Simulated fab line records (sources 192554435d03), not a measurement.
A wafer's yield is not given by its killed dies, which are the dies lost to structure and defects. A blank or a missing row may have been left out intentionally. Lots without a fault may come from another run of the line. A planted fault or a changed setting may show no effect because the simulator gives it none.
Chamber matching | flow n5-finfet | 3 sister chambers for N5_BEOL_M11_CURE_72 on uv-cure-02
The step cures SiCOH lowk, time 120 s. 6 wafers are shown with their chamber, then 10 later ones without.

== EACH WAFER AND ITS CHAMBER ==
wafer  | chamber | wafer_temp_C_max | lamp-power-pct (%)
L082.2 | 1       | 373.2            | 52.42
L082.5 | 1       | 373.8            | 52.39
L085.3 | 0       | 373.5            | 52.22
L085.5 | 0       | 373.5            | 52.29
L089.1 | 2       | 371.7            | 52.26
L089.2 | 2       | 371.7            | 52.28

== WAFERS MISSING THEIR CHAMBER ==
wafer  | wafer_temp_C_max | lamp-power-pct (%)
L089.5 | 372.2            | 52.29
L092.1 | 373.1            | 52.24
L092.2 | 373.1            | 52.28
L092.3 | 372.4            | 52.35
L094.2 | 373.1            | 52.29
L094.4 | 372.2            | 52.32
L094.5 | 372.5            | 52.31
L097.1 | 374.1            | 52.30
L097.5 | 373.8            | 52.28
L097.6 | 372.2            | 52.48

== CHAMBER TAKEN BY EACH ==
wafer  | from the rows above          | in truth
L089.5 | 2                            | 2
L092.1 | 0                            | 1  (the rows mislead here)
L092.2 | 0                            | 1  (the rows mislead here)
L092.3 | can't be placed: 2 or 1 or 0 | 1
L094.2 | can't be placed: 0 or 1      | 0
L094.4 | 2                            | 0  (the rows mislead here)
L094.5 | can't be placed: 2 or 0 or 1 | 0
L097.1 | can't be placed: 0 or 1      | 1
L097.5 | 0                            | 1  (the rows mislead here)
L097.6 | can't be placed: 1 or 2      | 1
Placed correctly: 1 of 10. These rows do not allow placing 5 (true chamber among the candidates in 5). 4 placed wrongly.
How it was worked out, from the rows above alone: a wafer's distance from a chamber is the root of the sum, over the readings, of the square of ((its reading less the chamber's mean) divided by the reading's scatter). If the next closest chamber is less than 2 further off than the closest, the wafer can't be placed; otherwise it belongs to the closest. A chamber's mean is the mean of its shown wafers. The scatter is the square root of a quotient: the sum, over the shown wafers, of each reading's squared deviation from its chamber's mean, divided by wafers minus chambers.
